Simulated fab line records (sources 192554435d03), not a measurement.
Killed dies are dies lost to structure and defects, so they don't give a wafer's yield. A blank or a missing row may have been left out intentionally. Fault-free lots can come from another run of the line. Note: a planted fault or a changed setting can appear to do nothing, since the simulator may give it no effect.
3 desks looking at one fault ; flow n5-finfet ; each desk has only its own numbers; what lay behind them comes last

== AT THE TOOL OWNER'S DESK: cmp-04 ==
The tool's own readings at N5_ILD0_CMP_03 (polishes, stops on SiNx, t overpolish 1.9 s, target thk 197.38 nm): means of the sampled wafers that have a number, for each lot that ran on this tool. Any lot whose mean is over 4 standard deviations away from the usual mean is out of limits and marked OUT; that distance is given in the brackets.
Columns: A = motor-current-A at N5_ILD0_CMP_03, usual 12.7 A; B = overpolish-run-s at N5_ILD0_CMP_03, usual 1.901 s; C = platen-rpm at N5_ILD0_CMP_03, usual 51.79 rpm; D = retaining-ring-pressure-frac at N5_ILD0_CMP_03, usual 1.000; E = time-to-endpoint-s at N5_ILD0_CMP_03, usual 69 s
lot;first seen here;A;B;C;D;E
L757;day 4 21:09;14.5;1.906;51.80;0.996;62
L763;day 6 08:57;11.5;1.903;49.73 (-61) OUT;1.001;73
L764;day 6 12:14;10.7;1.902;49.71 (-61) OUT;0.998;79
This desk finds L763, L764 out of limits, L763 being first, at day 6 08:57 (platen-rpm at N5_ILD0_CMP_03). Within limits: L757.

== THE DEFECT DESK ==
Lot by lot, what the route's inspections counted, given as the mean of those sampled wafers with a number. Any lot whose mean is over 4 standard deviations away from the usual mean is out of limits and marked OUT; that distance is given in the brackets.
Columns: A = raw-defect-count at N5_SD_EPI_P_INSPECT_26, usual 167; B = raw-defect-count at N5_SD_ACTIVATION_INSPECT_02, usual 168
lot;first seen here;A;B
L757;day 4 17:14;146;128
L758;day 4 21:03;147;144
L762;day 5 20:56;151;156
L763;day 6 05:32;178;189
L764;day 6 08:56;170;179
L773;day 8 16:40;151;159
This desk found nothing out of limits on any of the 6 lots.

== AT THE METROLOGY DESK ==
Means of the sampled wafers that have a number, per lot and without regard to the tool the lot ran on: this is what the gauges read. Any lot whose mean is over 4 standard deviations away from the usual mean is out of limits and marked OUT; that distance is given in the brackets.
Columns: A = thk-nm at N5_ILD0_THK_MEAS_04, usual 196.8 nm
lot;first seen here;A
L757;day 4 21:26;195.3
L758;day 5 00:58;197.8
L762;day 6 00:38;197.8
L763;day 6 09:13;197.3
L764;day 6 12:32;198.2
L773;day 8 20:19;197.0
This desk found nothing out of limits on any of the 6 lots.

== BROUGHT TOGETHER ==
An alarm could have come from the tool owner's desk at day 6 08:57, on L763, L764.
The defect desk saw nothing out of limits.
The metrology desk saw nothing out of limits.
The defect desk has L763, L764 on record, within its limits.
The metrology desk holds a record of L763, L764, inside its limits.
On cmp-04, each named lot ran N5_ILD0_CMP_03.

== WHAT THE SIMULATOR PUT IN ==
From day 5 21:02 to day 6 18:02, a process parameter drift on cmp-04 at N5_ILD0_CMP_03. The setting platen-rpm was moved by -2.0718, starting from 51.796. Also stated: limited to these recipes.
Struck lots among those shown: L763, L764.
Hours from the fault's start to each desk's first reading out of limits: the tool owner's desk, 12.
